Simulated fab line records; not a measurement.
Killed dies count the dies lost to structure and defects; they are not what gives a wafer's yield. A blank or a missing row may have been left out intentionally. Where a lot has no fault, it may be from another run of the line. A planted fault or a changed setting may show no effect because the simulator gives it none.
Matching of chambers || flow nand-harc || NHARC_P_GATE_DESCUM_93 on rie-diel-13: 4 sister chambers
The step chemistry O2, time 3 s. 8 wafers are shown with their chamber, then 12 later ones without.

WAFERS PAIRED WITH THEIR CHAMBERS
{"wafer": "L083.3", "chamber": 1, "drypump-motor-current-A (A)": 6.1, "oes-product-au (a.u.)": 0.995}
{"wafer": "L086.5", "chamber": 2, "drypump-motor-current-A (A)": 6.1, "oes-product-au (a.u.)": 1.016}
{"wafer": "L086.1", "chamber": 1, "drypump-motor-current-A (A)": 6.1, "oes-product-au (a.u.)": 0.975}
{"wafer": "L086.2", "chamber": 3, "drypump-motor-current-A (A)": 5.0, "oes-product-au (a.u.)": 1.013}
{"wafer": "L086.6", "chamber": 3, "drypump-motor-current-A (A)": 5.1, "oes-product-au (a.u.)": 1.013}
{"wafer": "L087.1", "chamber": 2, "drypump-motor-current-A (A)": 6.1, "oes-product-au (a.u.)": 1.010}
{"wafer": "L087.2", "chamber": 0, "drypump-motor-current-A (A)": 5.5, "oes-product-au (a.u.)": 1.014}
{"wafer": "L087.6", "chamber": 0, "drypump-motor-current-A (A)": 5.5, "oes-product-au (a.u.)": 1.019}

WAFERS WHOSE CHAMBER IS MISSING
{"wafer": "L087.3", "drypump-motor-current-A (A)": 5.1, "oes-product-au (a.u.)": 1.011}
{"wafer": "L087.4", "drypump-motor-current-A (A)": 6.1, "oes-product-au (a.u.)": 0.994}
{"wafer": "L087.5", "drypump-motor-current-A (A)": 6.1, "oes-product-au (a.u.)": 0.994}
{"wafer": "L088.1", "drypump-motor-current-A (A)": 5.6, "oes-product-au (a.u.)": 1.023}
{"wafer": "L088.5", "drypump-motor-current-A (A)": 6.2, "oes-product-au (a.u.)": 1.015}
{"wafer": "L088.6", "drypump-motor-current-A (A)": 6.1, "oes-product-au (a.u.)": 0.984}
{"wafer": "L089.1", "drypump-motor-current-A (A)": 5.1, "oes-product-au (a.u.)": 1.006}
{"wafer": "L089.4", "drypump-motor-current-A (A)": 5.6, "oes-product-au (a.u.)": 1.018}
{"wafer": "L089.5", "drypump-motor-current-A (A)": 6.1, "oes-product-au (a.u.)": 0.984}
{"wafer": "L097.1", "drypump-motor-current-A (A)": 6.1, "oes-product-au (a.u.)": 0.976}
{"wafer": "L097.2", "drypump-motor-current-A (A)": 6.2, "oes-product-au (a.u.)": 1.010}
{"wafer": "L097.3", "drypump-motor-current-A (A)": 5.1, "oes-product-au (a.u.)": 1.008}

CHAMBER TAKEN BY EACH
{"wafer": "L087.3", "from the rows above": 3, "in truth": 3}
{"wafer": "L087.4", "from the rows above": "can't be placed: 1 or 2", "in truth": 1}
{"wafer": "L087.5", "from the rows above": "can't be placed: 1 or 2", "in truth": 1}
{"wafer": "L088.1", "from the rows above": 0, "in truth": 0}
{"wafer": "L088.5", "from the rows above": 2, "in truth": 2}
{"wafer": "L088.6", "from the rows above": 1, "in truth": 1}
{"wafer": "L089.1", "from the rows above": 3, "in truth": 3}
{"wafer": "L089.4", "from the rows above": 0, "in truth": 0}
{"wafer": "L089.5", "from the rows above": 1, "in truth": 1}
{"wafer": "L097.1", "from the rows above": 1, "in truth": 1}
{"wafer": "L097.2", "from the rows above": "can't be placed: 2 or 1", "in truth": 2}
{"wafer": "L097.3", "from the rows above": 3, "in truth": 3}
9 of 12 placed correctly. From these rows, 3 cannot be placed; in 3 the true chamber is one of the candidates. Placed wrongly: 0.
How it was worked out, from the rows above alone: a wafer's distance from a chamber is the root of the sum, over the readings, of the square of ((its reading less the chamber's mean) divided by the reading's scatter). If the next closest chamber is less than 2 further off than the closest, the wafer can't be placed; otherwise it belongs to the closest. A chamber's mean is the mean of its shown wafers. The scatter: take each reading less its chamber's mean, square it, sum over the shown wafers, divide by the number of wafers less the number of chambers, and take the root.
